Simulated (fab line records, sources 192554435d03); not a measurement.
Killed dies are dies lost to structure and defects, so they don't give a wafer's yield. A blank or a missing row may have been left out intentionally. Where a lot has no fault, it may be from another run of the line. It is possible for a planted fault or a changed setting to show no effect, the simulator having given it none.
8D (eight disciplines) problem report, filled in by code    flow n5_finfet    the parts of the form that need people (team, actions taken, sign-off) are left out

## 1. PROBLEM STATEMENT
Mean MD_CAP_THK at N5_MOL_CONTACT_COAG_THK_MEAS_29: 27.67 nm over 2 wafers in 2 lots; fault-free wafers: 17.92 nm, standard deviation 0.11. That is +89 standard deviations from the usual mean.
Earliest sighting: wafer L792.3 on film_metro-02 at day 8 17:38. The record has a number at this step for 21 wafers belonging to 8 lots. By rule, "out" or "out of limits" means more than 4 standard deviations away from the usual mean. All remaining wafers that have a number are taken as sound.

## 2. WHAT IT IS; WHAT IT IS NOT
question                     is                is not
which readings at this step  MD_CAP_THK        -
which lots                   L792, L795        L782, L785, L786, L794, L798, L800
which wafers of those lots   L792.3, L795.2    L792.4, L795.4
read on which gauges         film_metro-02     film_metro-01
when                         from day 8 17:38  up to then (10 sound wafers); but 9 sound wafers of L794, L795, L798, L800 came after

## 3. SUSPECTS, AND WHAT RULES EACH OUT
Counting: any tool at a process step up to the reading remains a suspect provided it ran every lot that is out. Sound lots after the first of them don't rule it out here, since some wafers of a struck lot are sound.
- the gauge at N5_MOL_CONTACT_COAG_THK_MEAS_29: ruled out. All the wafers that are out were read on film_metro-02, but those of them that N5_GATE_CUT_ETCH_19 has rows for are out there too, on other tools.
- rie_metal-03 at N5_GATE_CUT_ETCH_56 (etches TiN in Cl2/Ar, target depth 21.6 nm): kept. It ran every lot that is out, first L792 (day 7 21:59); its last sound lot up to then is L786 (day 6 11:18).
- rie_metal-03 at N5_GATE_CUT_ETCHBACK_30 (etches TiN in Cl2/Ar, target depth 3 nm): kept. It ran every lot that is out, first L792 (day 7 22:04); its last sound lot up to then is L786 (day 6 11:23).
- ald_sin-01 at N5_GATE_CUT_SAC_CAP_01 (material SiNx, target thk 24 nm, pulse time 1 s, ald cycles 480): kept. It ran every lot that is out, first L792 (day 7 22:27); its last sound lot up to then is L786 (day 6 11:47).
rie_metal-03 at N5_GATE_CUT_ETCH_56, rie_metal-03 at N5_GATE_CUT_ETCHBACK_30 and ald_sin-01 at N5_GATE_CUT_SAC_CAP_01 are what is left after counting.

## 4. THE CAUSE (what the simulator had put in)
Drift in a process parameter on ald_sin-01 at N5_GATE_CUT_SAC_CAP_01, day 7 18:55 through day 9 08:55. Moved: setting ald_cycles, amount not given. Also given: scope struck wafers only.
3 suspects survive the count, and this tool is in that group.

## 5. THE CHAIN OF EFFECTS, in route order
Rows list readings where the struck wafers' mean (over those with a number) sits beyond 3 standard deviations from the usual. Only readings whose record carries a usual standard deviation are examined. hours: median over the lots of the time between each lot's start at the first step of this table that gives one and its start at this step. sigmas: the change, counted in usual standard deviations.
hours  step                             reading            usual     on struck wafers  change  sigmas
0      N5_GATE_CUT_ETCH_19              etch_rf_on_time_s  76.4 s    62.5              -13.9   -8.7
14     N5_MOL_CONTACT_COAG_THK_MEAS_29  MD_CAP_THK         17.92 nm  27.67             +9.75   +89
17     N5_MOL_CONTACT_COAG_ETCH_47      etch_rf_on_time_s  31.4 s    48.9              +17.5   +25
Process steps it contains:
- N5_GATE_CUT_ETCH_19: etches SiNx in CH3F/O2, target depth 53.7 nm, time 76.7 s.
- N5_MOL_CONTACT_COAG_ETCH_47: etches SiNx in CH3F/O2, stops on W, target depth 27 nm.
Later measuring or inspecting steps at which every struck wafer that the step has a row for has a number for every such reading, and none has moved that far: N5_BEOL_M4_RC_MEAS_101.

## 6. WHAT WOULD HAVE CAUGHT IT SOONER
Counted from the fault's start at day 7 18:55, it took 23 hours until the first out-of-limits reading at a measuring or inspecting step in this record, taken at day 8 17:38.
An alarm limit of 4 standard deviations would not have fired on the tool readings at N5_GATE_CUT_SAC_CAP_01 for which the record gives a usual standard deviation, since none of them was out on any struck wafer.
Of the lots that are out (2), L795 began N5_GATE_CUT_SAC_CAP_01 on ald_sin-01 after day 8 17:38. It would have been spared by a hold on the tool at that moment.
